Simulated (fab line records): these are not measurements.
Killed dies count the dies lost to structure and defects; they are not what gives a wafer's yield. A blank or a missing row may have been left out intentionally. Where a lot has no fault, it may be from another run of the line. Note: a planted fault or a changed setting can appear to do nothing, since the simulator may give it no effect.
Matching of chambers -- flow n5 finfet -- N5_BEOL_M5_ETCH_72 on rie diel-01: 4 sister chambers
The step etches underlayer in N2/H2, target depth 6.5 nm, time 5.2 s. 7 wafers are shown with their chamber, then 7 later ones without.

## WAFERS PAIRED WITH THEIR CHAMBERS
wafer,chamber,showerhead plenum p Torr (Torr),drypump motor current A (A)
L077.2,2,2.48,4.9
L083.4,3,2.46,4.7
L088.1,2,2.47,5.0
L088.4,1,2.43,5.8
L089.3,3,2.46,4.7
L095.1,0,2.64,5.8
L095.4,0,2.63,5.8

## WAFERS WHOSE CHAMBER IS MISSING
wafer,showerhead plenum p Torr (Torr),drypump motor current A (A)
L095.5,2.43,5.8
L093.3,2.63,5.7
L093.4,2.63,5.7
L093.6,2.42,5.8
L096.3,2.42,5.7
L096.4,2.45,4.7
L096.6,2.45,4.7

## CHAMBER TAKEN BY EACH
wafer,from the rows above,in truth
L095.5,1,1
L093.3,0,0
L093.4,0,0
L093.6,1,1
L096.3,1,1
L096.4,3,3
L096.6,3,3
Correct placement for 7 of the 7. Can't be placed from these rows: 0. Wrongly placed: 0.
How it was worked out, from the rows above alone: a wafer's distance from a chamber is the root of the sum, over the readings, of the square of ((its reading less the chamber's mean) divided by the reading's scatter). If the next closest chamber is less than 2 further off than the closest, the wafer can't be placed; otherwise it belongs to the closest. The mean given for a chamber averages the wafers shown for that chamber. How the scatter is found: for the shown wafers, subtract from each reading the mean of its chamber, square and add these, divide the total by (wafers less chambers), then take the root.
